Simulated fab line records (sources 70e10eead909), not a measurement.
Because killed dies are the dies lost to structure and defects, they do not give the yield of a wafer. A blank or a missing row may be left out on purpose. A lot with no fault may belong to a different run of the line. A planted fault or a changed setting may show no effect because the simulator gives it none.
Matching of chambers + flow nandHarc + NHARC_A_STAIRCASE_TRIM_187 on rieDiel-08: 4 sister chambers
The step chemistry O2, time 211.2 s. 16 wafers are shown with their chamber, then 8 later ones without.

== WAFERS WITH THEIR CHAMBER ==
| wafer  | chamber | showerheadPlenumPTorr (Torr) | drypumpMotorCurrentA (A) | oesProductAu (a.u.) |
|--------|---------|------------------------------|--------------------------|---------------------|
| L075.4 | 0       | 3.75                         | 6.0                      | 0.994               |
| L075.5 | 1       | 3.47                         | 6.6                      | 1.008               |
| L075.6 | 0       | 3.75                         | 6.0                      | 0.987               |
| L080.4 | 1       | 3.46                         | 6.7                      | 1.020               |
| L080.5 | 3       | 3.39                         | 5.7                      | 0.997               |
| L080.6 | 2       | 3.66                         | 6.6                      | 1.001               |
| L082.1 | 3       | 3.39                         | 5.7                      | 1.007               |
| L082.3 | 1       | 3.46                         | 6.6                      | 1.017               |
| L082.5 | 3       | 3.39                         | 5.7                      | 1.000               |
| L085.3 | 0       | 3.73                         | 6.0                      | 1.007               |
| L085.5 | 0       | 3.73                         | 6.0                      | 0.988               |
| L085.6 | 1       | 3.45                         | 6.6                      | 1.019               |
| L087.1 | 2       | 3.65                         | 6.5                      | 1.002               |
| L087.2 | 1       | 3.45                         | 6.6                      | 1.017               |
| L087.4 | 3       | 3.38                         | 5.7                      | 0.998               |
| L091.1 | 0       | 3.72                         | 6.0                      | 1.009               |

SIGNATURES (means of the wafers above)
| reading               | chamber 0 | chamber 1 | chamber 2 | chamber 3 | scatter within a chamber |
|-----------------------|-----------|-----------|-----------|-----------|--------------------------|
| showerheadPlenumPTorr | 3.7360    | 3.4580    | 3.6550    | 3.3875    | 0.00968                  |
| drypumpMotorCurrentA  | 6.000     | 6.620     | 6.550     | 5.700     | 0.0329                   |
| oesProductAu          | 0.99700   | 1.01620   | 1.00150   | 1.00050   | 0.00699                  |
Rule: a wafer lies at a distance from a chamber equal to the root of the sum of squares, over the readings, of (its reading less the chamber's mean, divided by the reading's scatter). The wafer belongs to the nearest chamber; if the next one is less than 2 further off, it can't be placed. The scatter: the root of (the sum of the squares of (reading less its chamber's mean) over the shown wafers, divided by (wafers less chambers)).

== WAFERS WITH NO CHAMBER GIVEN ==
| wafer  | showerheadPlenumPTorr (Torr) | drypumpMotorCurrentA (A) | oesProductAu (a.u.) |
|--------|------------------------------|--------------------------|---------------------|
| L091.2 | 3.65                         | 6.5                      | 1.006               |
| L091.4 | 3.45                         | 6.6                      | 1.016               |
| L090.3 | 3.45                         | 6.6                      | 1.015               |
| L090.5 | 3.72                         | 6.0                      | 0.996               |
| L090.6 | 3.38                         | 5.7                      | 0.993               |
| L096.1 | 3.71                         | 5.9                      | 0.991               |
| L096.2 | 3.64                         | 6.6                      | 1.006               |
| L096.6 | 3.44                         | 6.6                      | 1.009               |

== THE CHAMBER EACH PASSED THROUGH ==
| wafer  | from the rows above | in truth |
|--------|---------------------|----------|
| L091.2 | 2                   | 2        |
| L091.4 | 1                   | 1        |
| L090.3 | 1                   | 1        |
| L090.5 | 0                   | 0        |
| L090.6 | 3                   | 3        |
| L096.1 | 0                   | 0        |
| L096.2 | 2                   | 2        |
| L096.6 | 1                   | 1        |
Correct placement for 8 of the 8. From these rows, 0 cannot be placed. Placed wrongly: 0.
